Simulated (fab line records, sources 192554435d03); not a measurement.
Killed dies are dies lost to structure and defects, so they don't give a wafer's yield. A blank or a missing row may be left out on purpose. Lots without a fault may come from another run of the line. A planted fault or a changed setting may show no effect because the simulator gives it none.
Which tool did it? | flow n5_finfet | 12 lots, 36 wafers sampled, at 1 step of a route of 1938

WHAT THE GAUGES READ, wafer by wafer
N5_BEOL_M0_SAQP_CD_MEAS_29: target cd 14.4 nm.
lot  | measured     | on        | cd_nm (nm)
L075 | day 5 23:26  | cd_sem-01 | 14.94 14.89 14.99
L077 | day 6 11:59  | cd_sem-02 | 15.02 15.17 14.85
L079 | day 6 17:52  | cd_sem-03 | 15.09 14.73 14.86
L081 | day 7 12:26  | cd_sem-03 | 15.31 14.96 14.51
L083 | day 8 01:00  | cd_sem-01 | 15.41 14.76 14.41
L085 | day 8 11:28  | cd_sem-02 | 14.90 15.39 15.15
L087 | day 9 00:22  | cd_sem-01 | 15.17 15.60 14.80
L089 | day 9 10:29  | cd_sem-02 | 14.50 14.86 15.06
L091 | day 9 19:37  | cd_sem-01 | 15.19 14.96 14.97
L093 | day 10 12:08 | cd_sem-03 | 14.93 14.86 15.09
L095 | day 10 23:58 | cd_sem-02 | 15.47 14.87 14.92
L097 | day 11 08:26 | cd_sem-01 | 14.91 14.87 14.75

WHICH TOOL RAN EACH LOT (tool, then ch and the chambers of the sampled wafers, then the start)
The record holds no process step before these readings.

THE ANSWER, worked out from the rows above alone
Rule: what is usual is taken from the lots themselves. Put in order of their means at a reading, lots are off if they are a third of the lots or fewer, leave a main group of 4 or more, and stand apart from it by a gap of 3 or more times the standard deviation of the main group's means; of several such gaps the widest counts. A main group whose means are all the same, to the digits that the tables above print for the reading, isn't used. A lot without any number at a reading at which 4 lots or more have one is off too. The other lots that the step has rows for count as sound.
No lot is off at any reading shown: from this, nothing can be told.

WHAT THE SIMULATOR HAD PUT IN
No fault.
